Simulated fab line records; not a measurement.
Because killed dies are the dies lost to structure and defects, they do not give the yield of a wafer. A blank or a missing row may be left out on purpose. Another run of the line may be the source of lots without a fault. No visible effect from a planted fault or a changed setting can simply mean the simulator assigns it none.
8D (eight disciplines) problem report, filled in by code || flow n5 finfet || the parts of the form that need people (team, actions taken, sign-off) are left out

## 1. WHAT WENT WRONG
Mean of bias w at N5_BEOL_M7_ETCH_66: 203.7 W across 3 wafers in 2 lots; on wafers with no fault it is 150.0 W (standard deviation 0.48). So: +99 or more standard deviations from the usual mean.
The step: etches SOC in N2/H2, target depth 80 nm, overetch 16 nm, time 120 s.
First seen on wafer L883.1, day 10 06:32, on rie diel-05. Wafers with a number at this step in the record: 18, from 6 lots. Rule for "out" (also "out of limits"): further than 4 standard deviations from the usual mean. The other wafers with a number count as sound.

## 2. WHAT IT IS; WHAT IT IS NOT
{"question": "which readings at this step", "is": "bias w, rf vpp V", "is not": "drypump motor current A, oes product au, showerhead plenum p Torr, throttle valve pct"}
{"question": "which lots", "is": "L883, L886", "is not": "L882, L887, L892, L895"}
{"question": "which wafers of those lots", "is": "L883.1, L883.5, L886.4", "is not": "L883.6, L886.1, L886.3"}
{"question": "read on which tools", "is": "rie diel-05", "is not": "rie diel-02, rie diel-04"}
{"question": "when", "is": "from day 10 06:32", "is not": "up to then (4 sound wafers); but 11 sound wafers of L886, L887, L892, L895 came after"}

## 3. SUSPECTS, AND WHAT RULES EACH OUT
Counting: any tool at a process step up to the reading remains a suspect provided it ran every lot that is out. Sound lots after the first of them don't rule it out here, since some wafers of a struck lot are sound.
- rie diel-05 at N5_BEOL_M7_DESCUM_33 (chemistry O2, time 7 s): kept. Ran every lot that is out, first one L883 (day 10 06:28); last sound lot up to then L882 (day 9 23:59).
- rie diel-05 at N5_BEOL_M7_ETCH_72 (etches underlayer in N2/H2, target depth 6.5 nm, time 5.2 s): kept. Ran every lot that is out, first one L883 (day 10 06:29); last sound lot up to then L882 (day 10 00:01).
- rie diel-05 at N5_BEOL_M7_ETCH_65 (etches SiARC in CF4, target depth 15.6 nm, time 26 s): kept. Ran every lot that is out, first one L883 (day 10 06:31); last sound lot up to then L882 (day 10 00:02).
- rie diel-05 at N5_BEOL_M7_ETCH_66 (etches SOC in N2/H2, target depth 80 nm, overetch 16 nm, time 120 s): kept. Ran every lot that is out, first one L883 (day 10 06:32); last sound lot up to then L882 (day 10 00:04). On those wafers its own readings are out: bias w, rf vpp V.
- In rie diel-05 at N5_BEOL_M7_DESCUM_33, the wafers that are out were processed in chamber 1 and their sound lot-mates in chambers 2, 3.
- In rie diel-05 at N5_BEOL_M7_ETCH_72, the wafers that are out were processed in chamber 1 and their sound lot-mates in chambers 2, 3.
- In rie diel-05 at N5_BEOL_M7_ETCH_65, the wafers that are out were processed in chamber 1 and their sound lot-mates in chambers 2, 3.
- In rie diel-05 at N5_BEOL_M7_ETCH_66, the wafers that are out were processed in chamber 1 and their sound lot-mates in chambers 2, 3.
Left after counting: rie diel-05 at N5_BEOL_M7_DESCUM_33, rie diel-05 at N5_BEOL_M7_ETCH_72, rie diel-05 at N5_BEOL_M7_ETCH_65, rie diel-05 at N5_BEOL_M7_ETCH_66.

## 4. THE CAUSE (what the simulator had put in)
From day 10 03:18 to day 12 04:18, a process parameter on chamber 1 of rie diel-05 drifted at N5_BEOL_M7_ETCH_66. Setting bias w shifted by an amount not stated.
4 suspects survive the count, and this tool is in that group.

## 5. THE EFFECT CHAIN, in route order
One row per reading whose mean, taken over the struck wafers that have a number, lies over 3 standard deviations from the usual. Readings are gone through only where the record gives a usual standard deviation; hours: the median, over the lots, of the time from a lot's start at the first step in this table giving one to that lot's start at this step; sigmas: the change measured in usual standard deviations.
{"hours": 0, "step": "N5_BEOL_M7_ETCH_66", "reading": "bias w", "usual": "150.0 W", "on struck wafers": 203.7, "change": "+53.7", "sigmas": "+99 or more"}
{"hours": 0, "step": "N5_BEOL_M7_ETCH_66", "reading": "rf vpp V", "usual": "524.4 V", "on struck wafers": 635.1, "change": "+110.7", "sigmas": "+44"}
Here are the process steps it includes:
- N5_BEOL_M7_ETCH_66: etches SOC in N2/H2, target depth 80 nm, overetch 16 nm, time 120 s.

## 6. WHAT WOULD HAVE CAUGHT IT SOONER
First out-of-limits reading in this record: day 10 06:32, which is 3 hours after fault onset at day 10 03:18.
